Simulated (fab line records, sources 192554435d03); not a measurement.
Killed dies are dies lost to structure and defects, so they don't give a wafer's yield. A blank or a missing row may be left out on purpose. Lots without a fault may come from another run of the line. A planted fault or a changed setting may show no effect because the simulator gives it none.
Split-lot experiment | flow n5_finfet | 7 lots, 39 wafers read, on a route of 1938 steps

THE SPLIT
At N5_BEOL_M11_VIA_ETCH_34 (etches SiCOH lowk in C4F6/O2, target depth 184.5 nm, time 69.2 s), the setting time_s was moved away from the recipe's 69.2 s on 15 of the 39 wafers read, by -54.1% to +56.8%. The other wafers ran this setting at the recipe's value.

The reading is taken at the split's own step.

THE READING
SOC_of_BEOL_M11_COAT_63.thk_nm (the simulator's own value, which no gauge read), in nm, at N5_BEOL_M11_VIA_ETCH_34 (etches SiCOH lowk in C4F6/O2, target depth 184.5 nm, time 69.2 s). The file gives no usual value for it. The 24 wafers here that ran the recipe average 91.9 nm, standard deviation 0.41 nm.

wafer  | tool, chamber at the split | time_s as run, s | against the recipe | SOC_of_BEOL_M11_COAT_63.thk_nm, nm | against lot-mates on the recipe
L074.1 | rie_diel-04, 3             | 69.2             | recipe             | 92.2                               | -
L074.4 | rie_diel-04, 1             | 69.2             | recipe             | 92.8                               | -
L074.6 | rie_diel-04, 3             | 69.2             | recipe             | 92.6                               | -
L075.1 | rie_diel-02, 2             | 55.92            | -19.2%             | 92.8                               | +1.1
L075.2 | rie_diel-02, 1             | 69.2             | recipe             | 91.8                               | -
L075.3 | rie_diel-02, 3             | 69.2             | recipe             | 91.4                               | -
L075.4 | rie_diel-02, 0             | 55.92            | -19.2%             | 93                                 | +1.3
L075.5 | rie_diel-02, 0             | 69.2             | recipe             | 91.8                               | -
L075.6 | rie_diel-02, 1             | 55.92            | -19.2%             | 93                                 | +1.3
L083.1 | rie_diel-02, 1             | 69.2             | recipe             | 91.8                               | -
L083.2 | rie_diel-02, 2             | 55.51            | -19.8%             | 92.8                               | +1.3
L083.3 | rie_diel-02, 0             | 69.2             | recipe             | 91.4                               | -
L083.4 | rie_diel-02, 3             | 55.51            | -19.8%             | 93                                 | +1.5
L083.5 | rie_diel-02, 2             | 55.51            | -19.8%             | 93.4                               | +1.9
L083.6 | rie_diel-02, 3             | 69.2             | recipe             | 91.4                               | -
L084.1 | rie_diel-02, 1             | 31.73            | -54.1%             | 95.6                               | +4.3
L084.2 | rie_diel-02, 2             | 31.73            | -54.1%             | 95.4                               | +4.1
L084.3 | rie_diel-02, 3             | 69.2             | recipe             | 91                                 | -
L084.4 | rie_diel-02, 0             | 69.2             | recipe             | 91.6                               | -
L084.5 | rie_diel-02, 0             | 31.73            | -54.1%             | 96                                 | +4.7
L084.6 | rie_diel-02, 1             | 69.2             | recipe             | 91.4                               | -
L091.1 | rie_diel-03, 3             | 69.2             | recipe             | 92                                 | -
L091.2 | rie_diel-03, 0             | 69.2             | recipe             | 92                                 | -
L091.3 | rie_diel-03, 2             | 69.2             | recipe             | 92                                 | -
L091.4 | rie_diel-03, 1             | 69.2             | recipe             | 92.2                               | -
L091.5 | rie_diel-03, 2             | 69.2             | recipe             | 92.2                               | -
L091.6 | rie_diel-03, 3             | 69.2             | recipe             | 91.8                               | -
L093.1 | rie_diel-03, 3             | 69.2             | recipe             | 92                                 | -
L093.2 | rie_diel-03, 0             | 69.2             | recipe             | 92                                 | -
L093.3 | rie_diel-03, 2             | 108.5            | +56.8%             | 87.6                               | -4.4
L093.4 | rie_diel-03, 1             | 108.5            | +56.8%             | 87.6                               | -4.4
L093.5 | rie_diel-03, 1             | 69.2             | recipe             | 92                                 | -
L093.6 | rie_diel-03, 2             | 108.5            | +56.8%             | 87.2                               | -4.8
L094.1 | rie_diel-02, 1             | 69.2             | recipe             | 92.4                               | -
L094.2 | rie_diel-02, 3             | 39.36            | -43.1%             | 95.4                               | +3.2
L094.3 | rie_diel-02, 0             | 39.36            | -43.1%             | 95.4                               | +3.2
L094.4 | rie_diel-02, 2             | 39.36            | -43.1%             | 95.4                               | +3.2
L094.5 | rie_diel-02, 2             | 69.2             | recipe             | 91.8                               | -
L094.6 | rie_diel-02, 1             | 69.2             | recipe             | 92.4                               | -

THE FIT
A straight line over all 39 wafers: SOC_of_BEOL_M11_COAT_63.thk_nm changes by -0.0745 nm for each +1% of time_s; r = -0.98; the points scatter about the line by 0.4 nm.
The same after taking each lot's own level away (the mean of its wafers on the recipe; 39 wafers): -0.0783 nm for each +1%; r = -0.99; scatter 0.22 nm.
On that fit, the largest move of time_s shifts the reading by 4.4 nm.
The lots' own levels span 91.33 to 92.53 nm, that is 2.9 times the standard deviation above.
So the lot-to-lot level changes the slope little: the two slopes agree.
Check: with one of the wafers moved furthest among these (+56.8%) left out of the fit, the line predicts -4.5 nm for it against its lot-mates. It came out at -4.4 nm against them.

OTHER SPLITS ON THESE WAFERS
These wafers also went through other splits before the reading. Each is held against what the fit with the lots' levels taken away leaves over:
other split on the same wafers | wafers away from the commonest value | r with SOC_of_BEOL_M11_COAT_63.thk_nm (lot level and that fit taken away)
N5_FIN_SAQP_ETCH_65 time_s     | 15                                   | -0.05
N5_FIN_CUT_CUT_ETCH_15 time_s  | 18                                   | +0.11
N5_HKMG_FIN_ETCH_55 time_s     | 12                                   | -0.10
N5_GATE_CUT_DESCUM_18 time_s   | 15                                   | +0.23
N5_BEOL_M1_ALD_98 ald_cycles   | 18                                   | +0.16
N5_BEOL_M5_PECVD_70 time_s     | 9                                    | +0.11
N5_BEOL_M5_DEP_56 time_s       | 18                                   | -0.03

THE WHOLE CHAIN: every reading that the file lists as answering this split, in the file's order
step                    | what it does                                                     | reading                                                                         | change (the file's fit)               | r (the file's)
N5_BEOL_M11_VIA_ETCH_34 | etches SiCOH lowk in C4F6/O2, target depth 184.5 nm, time 69.2 s | etch.depth_nm (the simulator's own value, which no gauge read)                  | +1.81 nm for each +1% of the setting  | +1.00
N5_BEOL_M11_VIA_ETCH_34 | etches SiCOH lowk in C4F6/O2, target depth 184.5 nm, time 69.2 s | SOC_of_BEOL_M11_COAT_63.thk_nm (the simulator's own value, which no gauge read) | -0.078 nm for each +1% of the setting | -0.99

THE FILE'S OWN FIT
SOC_of_BEOL_M11_COAT_63.thk_nm changes by -0.078 nm for each +1% of time_s, r = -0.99.
